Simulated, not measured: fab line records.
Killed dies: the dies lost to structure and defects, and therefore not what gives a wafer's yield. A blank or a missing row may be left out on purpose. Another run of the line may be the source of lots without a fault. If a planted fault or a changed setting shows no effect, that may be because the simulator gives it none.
Which tool did it? | flow n5Finfet | route of 1938 steps, sampled at 1 step: 12 lots, 36 wafers

== WHAT THE GAUGES READ, wafer by wafer ==
N5_START_INSPECT_01: inspects for defects (unpatterned scan).
lot  | measured    | on               | rawDefectCount
L075 | day 1 18:02 | defectInspect-01 | 7 4 8
L077 | day 2 06:02 | defectInspect-02 | 12 7 5
L079 | day 2 18:02 | defectInspect-02 | 8 3 6
L081 | day 3 06:02 | defectInspect-02 | 5 5 4
L083 | day 3 18:02 | defectInspect-02 | 7 11 3
L085 | day 4 06:02 | defectInspect-01 | 5 7 5
L087 | day 4 18:02 | defectInspect-01 | 4 7 3
L089 | day 5 06:02 | defectInspect-02 | 6 11 6
L091 | day 5 18:02 | defectInspect-02 | 3 7 10
L093 | day 6 06:02 | defectInspect-02 | 7 6 7
L095 | day 6 18:02 | defectInspect-02 | 5 2 7
L097 | day 7 06:02 | defectInspect-02 | 4 8 5

== WHAT TOOL EACH LOT RAN ON (gives the tool, then ch and the chambers of the sampled wafers, and finally the start) ==
The record shows no process step preceding these readings.

== THE ANSWER, worked out from the rows above alone ==
Rule: the usual values come from the lots themselves. Put in order of their means at a reading, lots are off if they are a third of the lots or fewer, leave a main group of 4 or more, and stand apart from it by a gap of 3 or more times the standard deviation of the main group's means; of several such gaps the widest counts. The tables above print the reading to a certain number of digits; a main group whose means all agree to those digits is not used. A lot without any number at a reading at which 4 lots or more have one is off too. Any other lot the step has rows for is counted as sound.
No lot is off at any reading shown: from this, nothing can be told.

== WHAT WAS PUT IN BY THE SIMULATOR ==
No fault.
